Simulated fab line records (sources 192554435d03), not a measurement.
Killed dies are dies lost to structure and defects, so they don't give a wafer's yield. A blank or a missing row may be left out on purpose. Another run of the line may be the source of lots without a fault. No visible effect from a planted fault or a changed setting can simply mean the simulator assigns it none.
fab line records ; flow n5Finfet
record lots=7; wafers=21
route steps=1938 shown BEOL_M6@1251 BEOL_M7@1293 BEOL_M8@1335 BEOL_M9@1404
startH: hours from the record's opening day to when the first of the lot's shown wafers began ; waitH: how many hours have passed since the lot's step before this one ; " repeats the value in the row above ; L1.1+2: a row that stands for several wafers ; - either no value or no given start ; * or withheld: withheld ; < > ~ a bound
route shown NAME@n: NAME is a module with steps in the file, n the number in the route of the first one ; usual: average and standard deviation across the fault-free wafers ; same: alike in all rows ; chamber/n: place in a boat ; sites: the reading at each site ; _std_site: how widely they spread, as a standard deviation ; _edge_site: mean of outer sites minus mean of inner sites ; radiusMm: for every site, how far away it sits from the centre of the wafer ; mask NAME#n: copy n ; behind: the most recent tool/chamber to have shaped the wafer ; hold: reason for holding the lot/hours on hold/outcome of the hold ; device: transistor that didn't switch, given as n, p or np ; end of line: at the end of the route, the tests of the same wafers ; for a step that has no rows: nothing shown but its recipe ; killed: not the wafer's yield, but the dies lost to structure and defects at the first sort ; map: per-die view of a wafer (x killed, . not killed, _ where there is no die)
set.NAME: the setting the step ran with; set.NAME@STEP: the setting that earlier step ran with ; model.NAME: the simulator's own value behind a step, which no gauge read
lots where settings were altered on purpose, with a table for each step and a row for each wafer
## steps
# step N5_BEOL_M6_ALD_77
# recipe material=TaN; targetThkA=20; tempC=275; aldPrecursorFamily=PDMAT; aldCoReactant=NH3; pressureTorr=3; carrierFlowSccm=1500; pulseTimeS=2; purgeTimeS=3; coReactantPurgeTimeS=2; coReactantPulseTimeS=3; aldCycles=40; precursorVesselTempC=75; precursorVesselPressureTorr=26.25; precursorVesselCarrierSccm=1000
lot.wafer;tool;chamber;startH;waitH;set.coReactantPulseTimeS
L077.2+3+6;aldMetal-01;1,2,0;245.24;0.0;3
L081.1+4+5;aldMetal-02;3,0,3;265.25;0.0;3
L082.1+5;aldMetal-01;2,1;269.77;0.1;3
L082.6;aldMetal-01;2;269.77;0.1;3.295
L087.1+4+5;aldMetal-03;2,3,3;322.35;0.0;3.66
L089.1+5;aldMetal-02;3;326.75;0.0;2.396
L089.3;aldMetal-02;1;326.75;0.0;3
L091.1+2;aldMetal-01;0,1;343.22;0.1;2.65
L091.6;aldMetal-01;1;343.22;0.1;3
L096.1;aldMetal-01;3;351.56;0.1;3
L096.4+5;aldMetal-01;2;351.56;0.1;3.448
# step N5_BEOL_M6_SURFACE_TREAT_79
# recipe gas=Ar; timeS=*; ionEnergyEv=*; ionCurrentMaCm2=0.5; pressureMtorr=*; arFlowSccm=30
# step N5_BEOL_M6_CVD_78
# recipe material=Co; targetThkA=20; tempC=withheld; precursor=CCTBA/H2; pressureTorr=30; timeS=142.3
# step N5_BEOL_M6_ECD_50
# recipe material=Cu; targetThkA=3000
# step N5_BEOL_M6_ANNEAL_51
# recipe tempC=225; timeS=90; ambient=N2
# step N5_BEOL_M6_CMP_52
# recipe stopOn=SiCOH_lowk; tOverpolishS=6.9; downForcePsi=1; platenRpm=50; clearingPlatenDownForcePsi=1.5; clearingPlatenRpm=50; postCmpClean=cuAlkaline; targetThkNm=80; clearingPlatenPadVelocityMS=0.99484; padVelocityMS=0.99484
lot.wafer;tool;chamber;startH;waitH;set.timeS@BEOL_M6_TRENCH_ETCH_37;model.Cu_of_BEOL_M6_ECD_50.thkNm
L077.2;cmp-04;0;246.34;0.2;31.5;78.6
L077.3;cmp-04;3;246.34;0.2;31.5;80.2
L077.6;cmp-04;1;246.34;0.2;28.08;70
L081.1;cmp-04;2;267.95;0.3;31.5;79.8
L081.4;cmp-04;3;267.95;0.3;31.5;80.4
L081.5;cmp-04;1;267.95;0.3;31.5;84
L082.1;cmp-02;0;271.02;0.4;31.5;77.8
L082.6;cmp-02;2;271.02;0.4;31.5;82.6
L082.5;cmp-02;3;271.02;0.4;29.33;70
L087.4+5;cmp-01;3,2;323.89;0.2;25.77;62
L087.1;cmp-01;0;323.89;0.2;31.5;80.2
L089.1;cmp-01;0;329.49;0.3;31.5;77.2
L089.3;cmp-01;1;329.49;0.3;36.48;93.4
L089.5;cmp-01;2;329.49;0.3;31.5;79.2
L091.1;cmp-02;2;345.36;0.3;31.5;83.2
L091.2;cmp-02;0;345.36;0.3;31.5;81.2
L091.6;cmp-02;2;345.36;0.3;36.83;98
L096.4;cmp-01;1;353.24;0.1;26.62;65.6
L096.1;cmp-01;2;353.24;0.1;26.62;64
L096.5;cmp-01;2;353.24;0.1;31.5;81.2
# step N5_BEOL_M6_THK_MEAS_53
# recipe thkMeasGauge=xrf; reads=Cu_of_BEOL_M6_ECD_50
# usual M6_THK=78.5/2
lot.wafer;tool;chamber;startH;waitH;set.timeS@BEOL_M6_TRENCH_ETCH_37;M6_THK[nm]
L077.2;filmMetro-02;-;246.63;-;31.5;78.4
L077.3;filmMetro-02;-;246.63;-;31.5;79.6
L077.6;filmMetro-02;-;246.63;-;28.08;69.7
L081.1;filmMetro-02;-;268.21;-;31.5;78.2
L081.4;filmMetro-02;-;268.21;-;31.5;78.8
L081.5;filmMetro-02;-;268.21;-;31.5;82.3
L082.1;filmMetro-02;-;271.23;-;31.5;76.4
L082.5;filmMetro-02;-;271.23;-;29.33;69.3
L082.6;filmMetro-02;-;271.23;-;31.5;81.3
L087.1;filmMetro-01;-;324.11;-;31.5;78.0
L087.4;filmMetro-01;-;324.11;-;25.77;60.2
L087.5;filmMetro-01;-;324.11;-;25.77;60.0
L089.1;filmMetro-02;-;329.71;-;31.5;76.5
L089.3;filmMetro-02;-;329.71;-;36.48;92.4
L089.5;filmMetro-02;-;329.71;-;31.5;78.7
L091.1;filmMetro-01;-;345.65;-;31.5;80.7
L091.2;filmMetro-01;-;345.65;-;31.5;78.8
L091.6;filmMetro-01;-;345.65;-;36.83;94.7
L096.1;filmMetro-02;-;353.54;-;26.62;63.8
L096.4;filmMetro-02;-;353.54;-;26.62;65.4
L096.5;filmMetro-02;-;353.54;-;31.5;81.1
# step N5_BEOL_M6_PRE_CLEAN_55
# recipe gas=NH3; timeS=15; tempC=withheld; rfPowerW=300
# step N5_BEOL_M6_DEP_56
# recipe material=SiCN; targetThkA=100; tempC=withheld; precursor=3MS/NH3; pressureTorr=3; rfW=202; timeS=17.5
# step N5_BEOL_M6_RS_MEAS_57
# recipe thkMeasGauge=four-point-probe; reads=Cu_of_BEOL_M6_ECD_50+Co_of_BEOL_M6_CVD_78+TaN_of_BEOL_M6_ALD_77
# usual M6_RS=0.288/0.0082
lot.wafer;tool;chamber;startH;waitH;set.timeS@BEOL_M6_TRENCH_ETCH_37;M6_RS[ohm/sq]
L077.2;filmMetro-01;-;246.77;0.1;31.5;0.293
L077.3;filmMetro-01;-;246.77;0.1;31.5;0.286
L077.6;filmMetro-01;-;246.77;0.1;28.08;0.336
L081.1;filmMetro-02;-;268.34;0.1;31.5;0.287
L081.4;filmMetro-02;-;268.34;0.1;31.5;0.286
L081.5;filmMetro-02;-;268.34;0.1;31.5;0.271
L082.1;filmMetro-01;-;271.36;0.1;31.5;0.296
L082.5;filmMetro-01;-;271.36;0.1;29.33;0.334
L082.6;filmMetro-01;-;271.36;0.1;31.5;0.275
L087.1;filmMetro-02;-;324.24;0.1;31.5;0.285
L087.4;filmMetro-02;-;324.24;0.1;25.77;0.389
L087.5;filmMetro-02;-;324.24;0.1;25.77;0.389
L089.1;filmMetro-02;-;329.84;0.1;31.5;0.299
L089.3;filmMetro-02;-;329.84;0.1;36.48;0.239
L089.5;filmMetro-02;-;329.84;0.1;31.5;0.291
L091.1;filmMetro-02;-;345.78;0.1;31.5;0.274
L091.2;filmMetro-02;-;345.78;0.1;31.5;0.280
L091.6;filmMetro-02;-;345.78;0.1;36.83;0.226
L096.1;filmMetro-01;-;353.67;0.1;26.62;0.373
L096.4;filmMetro-01;-;353.67;0.1;26.62;0.363
L096.5;filmMetro-01;-;353.67;0.1;31.5;0.281
# step N5_BEOL_M7_EXPOSE_25
# recipe maskId=V6; na=0.33; sourceShape=annular; sigmaInner=0.4; sigmaOuter=0.8; polarization=unpolarized; targetCdNm=40; doseMj=42.5
lot.wafer;tool;chamber;startH;waitH;mask;set.doseMj
L077.2+3;euvScanner-01;0;251.39;-;V6#0;42.5
L077.6;euvScanner-01;0;251.39;-;V6#0;44.3
L081.1+4+5;euvScanner-02;0;271.92;-;V6#0;42.5
L082.1+5;euvScanner-01;0;275.54;-;V6#0;42.5
L082.6;euvScanner-01;0;275.54;-;V6#0;39.33
L087.1+5;euvScanner-01;0;328.90;-;V6#0;39.87
L087.4;euvScanner-01;0;328.90;-;V6#0;42.5
L089.1+3;euvScanner-02;0;334.70;-;V6#0;42.5
L089.5;euvScanner-02;0;334.70;-;V6#0;43.44
L091.1;euvScanner-01;0;349.39;-;V6#0;39.87
L091.2+6;euvScanner-01;0;349.39;-;V6#0;42.5
L096.1+4+5;euvScanner-02;0;359.86;-;V6#0;42.5
# step N5_BEOL_M7_PEB_26
# recipe pebTempC=100; pebTimeS=60; resist=CAR-EUV
# step N5_BEOL_M7_DEVELOP_27
# recipe developTimeS=30; developer=TMAH; resist=CAR-EUV; rinseLiquid=surfactantRinse; dry=airSpin; devTempC=23
# step N5_BEOL_M7_CD_MEAS_28
# recipe targetCdNm=40; landingEnergyEv=500; detector=seInlens
# usual cdNm=40.04/0.22
lot.wafer;tool;chamber;startH;waitH;set.doseMj@BEOL_M7_EXPOSE_25;cdNm
L077.2;cdSem-01;0;251.52;-;42.5;39.98
L077.3;cdSem-01;0;251.52;-;42.5;39.91
L077.6;cdSem-01;0;251.52;-;44.3;41.19
L081.1;cdSem-03;0;272.05;-;42.5;39.98
L081.4;cdSem-03;0;272.05;-;42.5;39.70
L081.5;cdSem-03;0;272.05;-;42.5;40.02
L082.1;cdSem-03;0;275.67;-;42.5;40.06
L082.5;cdSem-03;0;275.67;-;42.5;40.01
L082.6;cdSem-03;0;275.67;-;39.33;38.02
L087.1;cdSem-02;0;329.03;-;39.87;38.59
L087.4;cdSem-02;0;329.03;-;42.5;40.22
L087.5;cdSem-02;0;329.03;-;39.87;38.61
L089.1;cdSem-03;0;334.83;-;42.5;39.77
L089.3;cdSem-03;0;334.83;-;42.5;39.91
L089.5;cdSem-03;0;334.83;-;43.44;40.79
L091.1;cdSem-03;0;349.52;-;39.87;38.72
L091.2;cdSem-03;0;349.52;-;42.5;40.15
L091.6;cdSem-03;0;349.52;-;42.5;39.94
L096.1;cdSem-03;0;360.00;-;42.5;40.22
L096.4;cdSem-03;0;360.00;-;42.5;39.74
L096.5;cdSem-03;0;360.00;-;42.5;40.04
# step N5_BEOL_M7_DESCUM_33
# recipe chemistry=O2; timeS=7; sourcePowerW=50; biasPowerW=20; pressureMtorr=20; rfFrequencyHz=2.712e+07; tempC=40; resist=CAR-EUV; o2FlowSccm=225
lot.wafer;tool;chamber;startH;waitH;set.doseMj@BEOL_M7_EXPOSE_25;model.BEOL_M7.cdNm
L077.2;rieDiel-05;1;251.64;0.0;42.5;40.2
L077.3;rieDiel-05;3;251.64;0.0;42.5;40.4
L077.6;rieDiel-05;2;251.64;0.0;44.3;41
L081.1;rieDiel-03;0;272.17;0.0;42.5;39.4
L081.4;rieDiel-03;1;272.17;0.0;42.5;40
L081.5;rieDiel-03;3;272.17;0.0;42.5;39.8
L082.1;rieDiel-02;1;276.57;0.8;42.5;39.8
L082.5;rieDiel-02;3;276.57;0.8;42.5;39.6
L082.6;rieDiel-02;1;276.57;0.8;39.33;38
L087.1;rieDiel-03;0;329.16;0.0;39.87;38.4
L087.4;rieDiel-03;1;329.16;0.0;42.5;40.2
L087.5;rieDiel-03;2;329.16;0.0;39.87;38.8
L089.1;rieDiel-03;0;334.96;0.0;42.5;40
L089.3;rieDiel-03;3;334.96;0.0;42.5;39.8
L089.5;rieDiel-03;0;334.96;0.0;43.44;40.2
L091.1;rieDiel-03;0;349.65;0.0;39.87;38.6
L091.2;rieDiel-03;3;349.65;0.0;42.5;40
L091.6;rieDiel-03;0;349.65;0.0;42.5;39.8
L096.1+4;rieDiel-03;3;360.40;0.3;42.5;40
L096.5;rieDiel-03;2;360.40;0.3;42.5;40.2
# step N5_BEOL_M7_ETCH_72
# recipe chemistry=N2/H2; target=underlayer; targetDepthA=65; maskMaterial=CAR-EUV; timeS=5.2; ionEnergyEv=200; pressureMtorr=30; sourceW=840; biasW=150; n2FlowSccm=200; h2FlowSccm=200; ends=cleared
lot.wafer;tool;chamber;startH;waitH;set.doseMj@BEOL_M7_EXPOSE_25;model.BEOL_M7.cdNm
L077.2;rieDiel-05;1;251.67;0.0;42.5;40.2
L077.3;rieDiel-05;3;251.67;0.0;42.5;40.4
L077.6;rieDiel-05;2;251.67;0.0;44.3;41
L081.1;rieDiel-03;0;272.21;0.0;42.5;39.6
L081.4;rieDiel-03;1;272.21;0.0;42.5;40
L081.5;rieDiel-03;3;272.21;0.0;42.5;39.8
L082.1+5;rieDiel-02;1,3;276.61;0.0;42.5;39.8
L082.6;rieDiel-02;1;276.61;0.0;39.33;38
L087.1;rieDiel-03;0;329.19;0.0;39.87;38.4
L087.4;rieDiel-03;1;329.19;0.0;42.5;40.2
L087.5;rieDiel-03;2;329.19;0.0;39.87;39
L089.1;rieDiel-03;0;334.99;0.0;42.5;40
L089.3;rieDiel-03;3;334.99;0.0;42.5;39.8
L089.5;rieDiel-03;0;334.99;0.0;43.44;40.2
L091.1;rieDiel-03;0;349.68;0.0;39.87;38.4
L091.2;rieDiel-03;3;349.68;0.0;42.5;40
L091.6;rieDiel-03;0;349.68;0.0;42.5;39.8
L096.1+4;rieDiel-03;3;360.43;0.0;42.5;40
L096.5;rieDiel-03;2;360.43;0.0;42.5;40.2
# step N5_BEOL_M7_ETCH_65
# recipe chemistry=CF4; target=SiARC; targetDepthA=156; maskMaterial=CAR-EUV; timeS=26; ionEnergyEv=80; pressureMtorr=40; sourceW=545; biasW=36; Ar_flow_sccm=100; cf4FlowSccm=100; ends=cleared
# step N5_BEOL_M7_ETCH_66
# recipe chemistry=N2/H2; target=SOC; targetDepthA=800; overetchA=160; maskMaterial=SiARC; tempC=40; timeS=120; ionEnergyEv=200; pressureMtorr=30; sourceW=840; biasW=150; n2FlowSccm=200; h2FlowSccm=200
lot.wafer;tool;chamber;startH;waitH;set.doseMj@BEOL_M7_EXPOSE_25;model.BEOL_M7.cdNm
L077.2;rieDiel-05;1;251.72;0.0;42.5;40
L077.3;rieDiel-05;3;251.72;0.0;42.5;40.4
L077.6;rieDiel-05;2;251.72;0.0;44.3;41.4
L081.1;rieDiel-03;0;272.25;0.0;42.5;39.4
L081.4;rieDiel-03;1;272.25;0.0;42.5;40.2
L081.5;rieDiel-03;3;272.25;0.0;42.5;39.8
L082.1;rieDiel-02;1;276.65;0.0;42.5;39.8
L082.5;rieDiel-02;3;276.65;0.0;42.5;39.6
L082.6;rieDiel-02;1;276.65;0.0;39.33;37.8
L087.1;rieDiel-03;0;329.24;0.0;39.87;38.6
L087.4;rieDiel-03;1;329.24;0.0;42.5;40
L087.5;rieDiel-03;2;329.24;0.0;39.87;39
L089.1;rieDiel-03;0;335.04;0.0;42.5;40.2
L089.3;rieDiel-03;3;335.04;0.0;42.5;39.8
L089.5;rieDiel-03;0;335.04;0.0;43.44;40.6
L091.1;rieDiel-03;0;349.73;0.0;39.87;38.6
L091.2;rieDiel-03;3;349.73;0.0;42.5;40
L091.6;rieDiel-03;0;349.73;0.0;42.5;40.2
L096.1+5;rieDiel-03;3,2;360.48;0.0;42.5;40.2
L096.4;rieDiel-03;3;360.48;0.0;42.5;40
# step N5_BEOL_M7_VIA_ETCH_34
# recipe chemistry=C4F6/O2; target=SiCOH_lowk; targetDepthA=1255; maskMaterial=SOC; taperDeg=4; timeS=50.5; ionEnergyEv=250; pressureMtorr=30; sourceW=345; biasW=185; Ar_flow_sccm=300; C4F6_flow_sccm=10; O2_flow_sccm=10
# usual rfVppV=675/9.2
lot.wafer;tool;chamber;startH;waitH;set.biasW;rfVppV;model.etch.depthNm
L077.2;rieDiel-05;1;251.82;0.0;172.9;648;126.5
L077.3;rieDiel-05;3;251.82;0.0;172.9;647;122.7
L077.6;rieDiel-05;2;251.82;0.0;172.9;642;125.8
L081.1;rieDiel-03;0;272.35;0.0;185;682;127.5
L081.4;rieDiel-03;1;272.35;0.0;185;663;127.8
L081.5;rieDiel-03;3;272.35;0.0;185;685;127.8
L082.1;rieDiel-02;1;276.75;0.0;185;671;123
L082.5;rieDiel-02;3;276.75;0.0;209.4;732;127.3
L082.6;rieDiel-02;1;276.75;0.0;209.4;741;128.2
L087.1;rieDiel-03;0;329.34;0.0;185;683;126.4
L087.4;rieDiel-03;1;329.34;0.0;185;664;127.4
L087.5;rieDiel-03;2;329.34;0.0;212.3;754;131.1
L089.1;rieDiel-03;0;335.14;0.0;185;682;126.5
L089.3;rieDiel-03;3;335.14;0.0;185;685;126.4
L089.5;rieDiel-03;0;335.14;0.0;185;682;125.5
L091.1;rieDiel-03;0;349.83;0.0;175.9;655;123.4
L091.2;rieDiel-03;3;349.83;0.0;185;684;126.5
L091.6;rieDiel-03;0;349.83;0.0;185;682;125.8
L096.1;rieDiel-03;3;360.58;0.0;185;684;126
L096.4;rieDiel-03;3;360.58;0.0;206.2;746;129.8
L096.5;rieDiel-03;2;360.58;0.0;185;675;125.2
# step N5_BEOL_M8_PECVD_70
# recipe material=SiO2; targetThkA=200; tempC=400; precursor=TEOS/O2; pressureTorr=5.5; rfW=450; teosFlowSccm=53.8; gas=O2; flowSccm=3000; timeS=22.7
lot.wafer;tool;chamber;startH;waitH;set.tempC;model.SiO2_of_BEOL_M8_PECVD_70.thkNm
L077.2;pecvd-01;2;256.26;0.0;389.3;21.6
L077.3;pecvd-01;0;256.26;0.0;400;20
L077.6;pecvd-01;0;256.26;0.0;400;20.4
L081.1+4+5;pecvd-01;2,0,1;275.92;0.0;400;20.2
L082.1+5;pecvd-03;2;281.32;0.0;400;20.2
L082.6;pecvd-03;1;281.32;0.0;385.7;22.2
L087.1;pecvd-03;1;332.86;0.0;400;20
L087.4;pecvd-03;0;332.86;0.0;400;20.2
L087.5;pecvd-03;2;332.86;0.0;400;20.4
L089.1;pecvd-03;2;339.60;0.0;416.2;18.2
L089.3;pecvd-03;1;339.60;0.0;400;20
L089.5;pecvd-03;0;339.60;0.0;400;20.6
L091.1;pecvd-01;1;354.68;0.0;400;20
L091.2;pecvd-01;0;354.68;0.0;400;19.8
L091.6;pecvd-01;0;354.68;0.0;400;20.4
L096.1+5;pecvd-01;0;364.30;0.0;400;19.8
L096.4;pecvd-01;1;364.30;0.0;400;20
# step N5_BEOL_M8_HM_DEP_02
# recipe material=TiN; targetThkA=200; tempC=25; chamberPressurePa=0.49996
lot.wafer;tool;chamber;startH;waitH;set.targetThkA;model.TiN_of_BEOL_M8_HM_DEP_02.thkNm
L077.2+6;pvdSputter-01;-;256.88;0.6;200;20
L077.3;pvdSputter-01;-;256.88;0.6;200;19.8
L081.1+4;pvdSputter-03;-;276.47;0.5;200;19.6
L081.5;pvdSputter-03;-;276.47;0.5;200;19.8
L082.1+5;pvdSputter-01;-;282.67;1.3;200;20.4
L082.6;pvdSputter-01;-;282.67;1.3;200;20
L087.1;pvdSputter-01;-;335.69;2.8;200;20.6
L087.4+5;pvdSputter-01;-;335.69;2.8;192;19.6
L089.1;pvdSputter-03;-;339.72;0.1;200;20.2
L089.3;pvdSputter-03;-;339.72;0.1;200;20
L089.5;pvdSputter-03;-;339.72;0.1;178.9;18
L091.1;pvdSputter-01;-;357.55;2.8;200;20.2
L091.2+6;pvdSputter-01;-;357.55;2.8;200;20.4
L096.1;pvdSputter-01;-;367.57;3.2;200;19.8
L096.4+5;pvdSputter-01;-;367.57;3.2;225.7;22.4
# step N5_BEOL_M8_COAT_59
# recipe resist=SOC; tempC=250; timeS=60; spinRpm=1500; resistThkNm=100
# step N5_BEOL_M8_COAT_60
# recipe resist=SiARC; tempC=220; timeS=60; spinRpm=1500; resistThkNm=35
# step N5_BEOL_M8_STRIP_68
# recipe chemistry=N2/H2; tempC=40; n2FlowSccm=200; h2FlowSccm=200; rfFrequencyHz=6e+07
# step N5_BEOL_M8_STRIP_67
# recipe chemistry=CF4; resist=SiARC; powerW=300; biasPowerW=75; pressureMtorr=50; cf4FlowSccm=150; rfFrequencyHz=6e+07
# step N5_BEOL_M8_HM_OPEN_17
# recipe chemistry=Cl2/BCl3; targetDepthA=200; overetchA=60; target=TiN; maskMaterial=SOC; ionEnergyEv=150; pressureMtorr=10; icpW=1000; biasW=126; Cl2_flow_sccm=53.25; bcl3FlowSccm=21.75; Ar_flow_sccm=25
lot.wafer;tool;chamber;startH;waitH;set.targetThkA@BEOL_M8_HM_DEP_02;model.etch.depthNm
L077.2;rieMetal-01;1;257.88;0.0;200;20.1
L077.3;rieMetal-01;1;257.88;0.0;200;19.88
L077.6;rieMetal-01;1;257.88;0.0;200;19.9
L081.1;rieMetal-03;0;277.23;0.0;200;19.62
L081.4;rieMetal-03;0;277.23;0.0;200;19.64
L081.5;rieMetal-03;0;277.23;0.0;200;19.78
L082.1;rieMetal-01;1;283.53;0.0;200;20.47
L082.5;rieMetal-01;1;283.53;0.0;200;20.39
L082.6;rieMetal-01;0;283.53;0.0;200;20.08
L087.1;rieMetal-01;1;336.60;0.0;200;20.56
L087.4;rieMetal-01;1;336.60;0.0;192;19.69
L087.5;rieMetal-01;1;336.60;0.0;192;19.63
L089.1;rieMetal-01;1;340.72;0.0;200;20.19
L089.3;rieMetal-01;0;340.72;0.0;200;20.04
L089.5;rieMetal-01;0;340.72;0.0;178.9;18.01
L091.1;rieMetal-02;1;358.48;0.0;200;20.28
L091.2;rieMetal-02;0;358.48;0.0;200;20.38
L091.6;rieMetal-02;1;358.48;0.0;200;20.35
L096.1;rieMetal-02;1;368.48;0.0;200;19.84
L096.4;rieMetal-02;1;368.48;0.0;225.7;22.43
L096.5;rieMetal-02;1;368.48;0.0;225.7;22.4
# step N5_BEOL_M8_STRIP_19
# recipe chemistry=O2; powerW=400; tempC=40; pressureMtorr=30; rfFrequencyHz=6e+07; biasPowerW=0; overashFraction=0.2; o2FlowSccm=225
# step N5_BEOL_M8_STRIP_80
# recipe chemistry=N2/H2; timeS=10; powerW=450; tempC=40; pressureMtorr=20; rfFrequencyHz=6e+07; biasPowerW=7; n2FlowSccm=200; h2FlowSccm=200
# step N5_BEOL_M8_HM_STRIP_39
# recipe chemistry=peroxideTinStrip; material=TiN; targetDepthA=250; tempC=50; timeS=158
lot.wafer;tool;chamber;startH;waitH;set.tempC@BEOL_M8_PECVD_70;model.SiO2_of_BEOL_M8_PECVD_70.thkNm
L077.2;wetBench-05;0;260.39;0.0;389.3;21.4
L077.3;wetBench-05;2;260.39;0.0;400;19.8
L077.6;wetBench-05;5;260.39;0.0;400;20.2
L081.1+4+5;wetBench-03;5,0,3;278.96;0.0;400;20
L082.1+5;wetBench-06;6,1;287.86;0.0;400;20
L082.6;wetBench-06;5;287.86;0.0;385.7;22
L087.1+4;wetBench-06;0,1;340.00;0.0;400;20
L087.5;wetBench-06;7;340.00;0.0;400;20.2
L089.1;wetBench-05;4;341.79;0.0;416.2;18.2
L089.3;wetBench-05;5;341.79;0.0;400;19.8
L089.5;wetBench-05;3;341.79;0.0;400;20.4
L091.1+2;wetBench-06;3,2;359.89;0.0;400;19.8
L091.6;wetBench-06;5;359.89;0.0;400;20.4
L096.1;wetBench-05;1;370.77;0.0;400;19.6
L096.4;wetBench-05;5;370.77;0.0;400;20
L096.5;wetBench-05;4;370.77;0.0;400;19.8
# step N5_BEOL_M9_PECVD_70
# recipe material=SiO2; targetThkA=200; tempC=400; precursor=TEOS/O2; pressureTorr=5.5; rfW=450; teosFlowSccm=53.8; gas=O2; flowSccm=3000; timeS=22.7
lot.wafer;tool;chamber;startH;waitH;set.timeS;model.SiO2_of_BEOL_M9_PECVD_70.thkNm
L077.2;pecvd-01;0;264.19;0.0;22.7;20.2
L077.3;pecvd-01;2;264.19;0.0;19.34;16.8
L077.6;pecvd-01;0;264.19;0.0;22.7;20.6
L081.1;pecvd-01;2;283.75;0.0;22.7;19.8
L081.4;pecvd-01;2;283.75;0.0;22.7;20
L081.5;pecvd-01;2;283.75;0.0;22.7;20.2
L082.1;pecvd-01;1;290.98;0.0;20.34;17.8
L082.5;pecvd-01;0;290.98;0.0;22.7;20.6
L082.6;pecvd-01;1;290.98;0.0;22.7;20.4
L087.1;pecvd-01;0;343.82;0.0;21.55;18.8
L087.4;pecvd-01;2;343.82;0.0;22.7;20.6
L087.5;pecvd-01;0;343.82;0.0;22.7;20.2
L089.1;pecvd-03;1;345.50;0.0;22.7;19.8
L089.3;pecvd-03;1;345.50;0.0;24.48;21.6
L089.5;pecvd-03;0;345.50;0.0;22.7;19.4
L091.1;pecvd-01;1;363.63;0.0;22.7;19.6
L091.2;pecvd-01;2;363.63;0.0;22.7;20.2
L091.6;pecvd-01;1;363.63;0.0;22.7;20
L096.1;pecvd-02;0;374.06;0.0;25.28;22
L096.4;pecvd-02;2;374.06;0.0;25.28;22.4
L096.5;pecvd-02;0;374.06;0.0;22.7;20
## key
split step=N5_BEOL_M6_ALD_77; setting=coReactantPulseTimeS; stated=3; by=wafer
response none clear
split step=N5_BEOL_M7_EXPOSE_25; setting=doseMj; stated=42.5; by=wafer
response step=N5_BEOL_M7_CD_MEAS_28; reading=cdNm; change=+0.262; per=1%; r=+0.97
response step=N5_BEOL_M7_DESCUM_33; reading=model.BEOL_M7.cdNm; change=+0.221; per=1%; r=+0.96
response step=N5_BEOL_M7_ETCH_72; reading=model.BEOL_M7.cdNm; change=+0.23; per=1%; r=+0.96
response step=N5_BEOL_M7_ETCH_66; reading=model.BEOL_M7.cdNm; change=+0.24; per=1%; r=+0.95
split step=N5_BEOL_M7_VIA_ETCH_34; setting=biasW; stated=185; by=wafer
response step=N5_BEOL_M7_VIA_ETCH_34; reading=rfVppV; change=+5.41; per=1%; r=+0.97
response step=N5_BEOL_M7_VIA_ETCH_34; reading=model.etch.depthNm; change=+0.341; per=1%; r=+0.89
split step=N5_BEOL_M8_PECVD_70; setting=tempC; stated=400; by=wafer
response step=N5_BEOL_M8_PECVD_70; reading=model.SiO2_of_BEOL_M8_PECVD_70.thkNm; change=-0.534; per=1%; r=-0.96
response step=N5_BEOL_M8_HM_STRIP_39; reading=model.SiO2_of_BEOL_M8_PECVD_70.thkNm; change=-0.512; per=1%; r=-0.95
split step=N5_BEOL_M8_HM_DEP_02; setting=targetThkA; stated=200; by=wafer
response step=N5_BEOL_M8_HM_DEP_02; reading=model.TiN_of_BEOL_M8_HM_DEP_02.thkNm; change=+0.204; per=1%; r=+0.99
response step=N5_BEOL_M8_HM_OPEN_17; reading=model.etch.depthNm; change=+0.202; per=1%; r=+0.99
split step=N5_BEOL_M9_PECVD_70; setting=timeS; stated=22.7; by=wafer
response step=N5_BEOL_M9_PECVD_70; reading=model.SiO2_of_BEOL_M9_PECVD_70.thkNm; change=+0.239; per=1%; r=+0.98
split outsideThisFile step=N5_BEOL_M6_TRENCH_ETCH_37 setting=timeS
# split outsideThisFile: this setting was split too, and the file shows its column; the key of that split is in another file
